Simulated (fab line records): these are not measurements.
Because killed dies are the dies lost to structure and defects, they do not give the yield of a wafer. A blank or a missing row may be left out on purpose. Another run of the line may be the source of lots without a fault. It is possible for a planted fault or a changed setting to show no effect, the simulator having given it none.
Split-lot study :: flow n5_finfet :: route with 1938 steps; 7 lots, 39 wafers read

## ABOUT THE SPLIT
At N5_MOL_CONTACT_COAG_ALD_133 (deposits SiO2, target thk 5 nm, pulse time 1 s, co reactant pulse time 1 s), the setting ald_cycles was moved away from the recipe's 35 on 18 of the 39 wafers read, by -51.4% to +57.1%. This setting was run at the recipe's value on the other wafers.

The split's own step is where the reading is taken.

## THE READING
SiO2_of_MOL_CONTACT_COAG_ALD_133.thk_nm (the simulator's own value, which no gauge read), in nm, at N5_MOL_CONTACT_COAG_ALD_133 (deposits SiO2, target thk 5 nm, pulse time 1 s, co reactant pulse time 1 s). The file gives no usual value for it.

wafer: L074.1
tool, chamber at the split: ald_sin-01, 1,2,1
ald_cycles as run: 27
against the recipe: -22.9%
SiO2_of_MOL_CONTACT_COAG_ALD_133.thk_nm, nm: 3.8
against lot-mates on the recipe: -1.2

wafer: L074.5
tool, chamber at the split: ald_sin-01, 1,2,1
ald_cycles as run: 27
against the recipe: -22.9%
SiO2_of_MOL_CONTACT_COAG_ALD_133.thk_nm, nm: 3.8
against lot-mates on the recipe: -1.2

wafer: L074.6
tool, chamber at the split: ald_sin-01, 1,2,1
ald_cycles as run: 27
against the recipe: -22.9%
SiO2_of_MOL_CONTACT_COAG_ALD_133.thk_nm, nm: 3.8
against lot-mates on the recipe: -1.2

wafer: L074.2
tool, chamber at the split: ald_sin-01, 3,2,0
ald_cycles as run: 35
against the recipe: recipe
SiO2_of_MOL_CONTACT_COAG_ALD_133.thk_nm, nm: 5
against lot-mates on the recipe: -

wafer: L074.3
tool, chamber at the split: ald_sin-01, 3,2,0
ald_cycles as run: 35
against the recipe: recipe
SiO2_of_MOL_CONTACT_COAG_ALD_133.thk_nm, nm: 5
against lot-mates on the recipe: -

wafer: L074.4
tool, chamber at the split: ald_sin-01, 3,2,0
ald_cycles as run: 35
against the recipe: recipe
SiO2_of_MOL_CONTACT_COAG_ALD_133.thk_nm, nm: 5
against lot-mates on the recipe: -

wafer: L078.1
tool, chamber at the split: ald_sin-03, 1,3,2
ald_cycles as run: 55
against the recipe: +57.1%
SiO2_of_MOL_CONTACT_COAG_ALD_133.thk_nm, nm: 7.8
against lot-mates on the recipe: +2.8

wafer: L078.3
tool, chamber at the split: ald_sin-03, 1,3,2
ald_cycles as run: 55
against the recipe: +57.1%
SiO2_of_MOL_CONTACT_COAG_ALD_133.thk_nm, nm: 7.8
against lot-mates on the recipe: +2.8

wafer: L078.6
tool, chamber at the split: ald_sin-03, 1,3,2
ald_cycles as run: 55
against the recipe: +57.1%
SiO2_of_MOL_CONTACT_COAG_ALD_133.thk_nm, nm: 7.8
against lot-mates on the recipe: +2.8

wafer: L078.2
tool, chamber at the split: ald_sin-03, 2,0,1
ald_cycles as run: 35
against the recipe: recipe
SiO2_of_MOL_CONTACT_COAG_ALD_133.thk_nm, nm: 5
against lot-mates on the recipe: -

wafer: L078.4
tool, chamber at the split: ald_sin-03, 2,0,1
ald_cycles as run: 35
against the recipe: recipe
SiO2_of_MOL_CONTACT_COAG_ALD_133.thk_nm, nm: 5
against lot-mates on the recipe: -

wafer: L078.5
tool, chamber at the split: ald_sin-03, 2,0,1
ald_cycles as run: 35
against the recipe: recipe
SiO2_of_MOL_CONTACT_COAG_ALD_133.thk_nm, nm: 5
against lot-mates on the recipe: -

wafer: L080.1
tool, chamber at the split: ald_sin-02, 0,1,3
ald_cycles as run: 35
against the recipe: recipe
SiO2_of_MOL_CONTACT_COAG_ALD_133.thk_nm, nm: 5
against lot-mates on the recipe: -

wafer: L080.4
tool, chamber at the split: ald_sin-02, 0,1,3
ald_cycles as run: 35
against the recipe: recipe
SiO2_of_MOL_CONTACT_COAG_ALD_133.thk_nm, nm: 5
against lot-mates on the recipe: -

wafer: L080.5
tool, chamber at the split: ald_sin-02, 0,1,3
ald_cycles as run: 35
against the recipe: recipe
SiO2_of_MOL_CONTACT_COAG_ALD_133.thk_nm, nm: 5
against lot-mates on the recipe: -

wafer: L080.2
tool, chamber at the split: ald_sin-02, 3,2,2
ald_cycles as run: 42
against the recipe: +20.0%
SiO2_of_MOL_CONTACT_COAG_ALD_133.thk_nm, nm: 6
against lot-mates on the recipe: +1.0

wafer: L080.3
tool, chamber at the split: ald_sin-02, 3,2,2
ald_cycles as run: 42
against the recipe: +20.0%
SiO2_of_MOL_CONTACT_COAG_ALD_133.thk_nm, nm: 6
against lot-mates on the recipe: +1.0

wafer: L080.6
tool, chamber at the split: ald_sin-02, 3,2,2
ald_cycles as run: 42
against the recipe: +20.0%
SiO2_of_MOL_CONTACT_COAG_ALD_133.thk_nm, nm: 6
against lot-mates on the recipe: +1.0

wafer: L084.1
tool, chamber at the split: ald_sin-01, 0,2,3
ald_cycles as run: 28
against the recipe: -20.0%
SiO2_of_MOL_CONTACT_COAG_ALD_133.thk_nm, nm: 4
against lot-mates on the recipe: -1.0

wafer: L084.3
tool, chamber at the split: ald_sin-01, 0,2,3
ald_cycles as run: 28
against the recipe: -20.0%
SiO2_of_MOL_CONTACT_COAG_ALD_133.thk_nm, nm: 4
against lot-mates on the recipe: -1.0

wafer: L084.4
tool, chamber at the split: ald_sin-01, 0,2,3
ald_cycles as run: 28
against the recipe: -20.0%
SiO2_of_MOL_CONTACT_COAG_ALD_133.thk_nm, nm: 4
against lot-mates on the recipe: -1.0

wafer: L084.2
tool, chamber at the split: ald_sin-01, 1,2,3
ald_cycles as run: 35
against the recipe: recipe
SiO2_of_MOL_CONTACT_COAG_ALD_133.thk_nm, nm: 5
against lot-mates on the recipe: -

wafer: L084.5
tool, chamber at the split: ald_sin-01, 1,2,3
ald_cycles as run: 35
against the recipe: recipe
SiO2_of_MOL_CONTACT_COAG_ALD_133.thk_nm, nm: 5
against lot-mates on the recipe: -

wafer: L084.6
tool, chamber at the split: ald_sin-01, 1,2,3
ald_cycles as run: 35
against the recipe: recipe
SiO2_of_MOL_CONTACT_COAG_ALD_133.thk_nm, nm: 5
against lot-mates on the recipe: -

wafer: L087.1
tool, chamber at the split: ald_sin-01, 3,0,3
ald_cycles as run: 35
against the recipe: recipe
SiO2_of_MOL_CONTACT_COAG_ALD_133.thk_nm, nm: 5
against lot-mates on the recipe: -

wafer: L087.4
tool, chamber at the split: ald_sin-01, 3,0,3
ald_cycles as run: 35
against the recipe: recipe
SiO2_of_MOL_CONTACT_COAG_ALD_133.thk_nm, nm: 5
against lot-mates on the recipe: -

wafer: L087.6
tool, chamber at the split: ald_sin-01, 3,0,3
ald_cycles as run: 35
against the recipe: recipe
SiO2_of_MOL_CONTACT_COAG_ALD_133.thk_nm, nm: 5
against lot-mates on the recipe: -

wafer: L090.1
tool, chamber at the split: ald_sin-01, 2,0,0
ald_cycles as run: 17
against the recipe: -51.4%
SiO2_of_MOL_CONTACT_COAG_ALD_133.thk_nm, nm: 2.4
against lot-mates on the recipe: -2.6

wafer: L090.2
tool, chamber at the split: ald_sin-01, 2,0,0
ald_cycles as run: 17
against the recipe: -51.4%
SiO2_of_MOL_CONTACT_COAG_ALD_133.thk_nm, nm: 2.4
against lot-mates on the recipe: -2.6

wafer: L090.6
tool, chamber at the split: ald_sin-01, 2,0,0
ald_cycles as run: 17
against the recipe: -51.4%
SiO2_of_MOL_CONTACT_COAG_ALD_133.thk_nm, nm: 2.4
against lot-mates on the recipe: -2.6

wafer: L090.3
tool, chamber at the split: ald_sin-01, 3,1,1
ald_cycles as run: 35
against the recipe: recipe
SiO2_of_MOL_CONTACT_COAG_ALD_133.thk_nm, nm: 5
against lot-mates on the recipe: -

wafer: L090.4
tool, chamber at the split: ald_sin-01, 3,1,1
ald_cycles as run: 35
against the recipe: recipe
SiO2_of_MOL_CONTACT_COAG_ALD_133.thk_nm, nm: 5
against lot-mates on the recipe: -

wafer: L090.5
tool, chamber at the split: ald_sin-01, 3,1,1
ald_cycles as run: 35
against the recipe: recipe
SiO2_of_MOL_CONTACT_COAG_ALD_133.thk_nm, nm: 5
against lot-mates on the recipe: -

wafer: L094.1
tool, chamber at the split: ald_sin-01, 3,1,3
ald_cycles as run: 35
against the recipe: recipe
SiO2_of_MOL_CONTACT_COAG_ALD_133.thk_nm, nm: 5
against lot-mates on the recipe: -

wafer: L094.4
tool, chamber at the split: ald_sin-01, 3,1,3
ald_cycles as run: 35
against the recipe: recipe
SiO2_of_MOL_CONTACT_COAG_ALD_133.thk_nm, nm: 5
against lot-mates on the recipe: -

wafer: L094.6
tool, chamber at the split: ald_sin-01, 3,1,3
ald_cycles as run: 35
against the recipe: recipe
SiO2_of_MOL_CONTACT_COAG_ALD_133.thk_nm, nm: 5
against lot-mates on the recipe: -

wafer: L094.2
tool, chamber at the split: ald_sin-01, 0,2,0
ald_cycles as run: 18
against the recipe: -48.6%
SiO2_of_MOL_CONTACT_COAG_ALD_133.thk_nm, nm: 2.6
against lot-mates on the recipe: -2.4

wafer: L094.3
tool, chamber at the split: ald_sin-01, 0,2,0
ald_cycles as run: 18
against the recipe: -48.6%
SiO2_of_MOL_CONTACT_COAG_ALD_133.thk_nm, nm: 2.6
against lot-mates on the recipe: -2.4

wafer: L094.5
tool, chamber at the split: ald_sin-01, 0,2,0
ald_cycles as run: 18
against the recipe: -48.6%
SiO2_of_MOL_CONTACT_COAG_ALD_133.thk_nm, nm: 2.6
against lot-mates on the recipe: -2.4
The file does not say which wafer passed through which chamber wherever a row lists several chambers: such a row stands for several wafers.

FIT RESULTS
A straight line over all 39 wafers: SiO2_of_MOL_CONTACT_COAG_ALD_133.thk_nm changes by +0.0497 nm for each +1% of ald_cycles; r = +1.00; the points scatter about the line by 0.023 nm.
The same after taking each lot's own level away (the mean of its wafers on the recipe; 39 wafers): +0.0497 nm for each +1%; r = +1.00; scatter 0.023 nm.
The reading moves by 2.8 nm for the largest change in ald_cycles, on that fit.
The lots' own levels span 5.00 to 5.00 nm.
The two slopes are in agreement: the lot-to-lot level therefore moves the slope only a little.
Check: +2.84 nm against its lot-mates is what the line predicts for one of the wafers moved furthest among these (+57.1%) when that wafer is left out of the fit. Against them it came out at +2.8 nm.

## THE OTHER SPLITS THESE WAFERS WENT THROUGH
Note: prior to the reading, these wafers also went through further splits. Each is held against what the fit with the lots' levels taken away leaves over:
other split on the same wafers: N5_DUMMY_GATE_PECVD_30 time_s
wafers away from the commonest value: 12
r with SiO2_of_MOL_CONTACT_COAG_ALD_133.thk_nm (lot level and that fit taken away): -0.03

other split on the same wafers: N5_SD_EPI_N_EPI_21 time_s
wafers away from the commonest value: 15
r with SiO2_of_MOL_CONTACT_COAG_ALD_133.thk_nm (lot level and that fit taken away): +0.27

## FILE'S OWN FIT
SiO2_of_MOL_CONTACT_COAG_ALD_133.thk_nm changes by +0.0498 nm for each +1% of ald_cycles, r = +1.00.
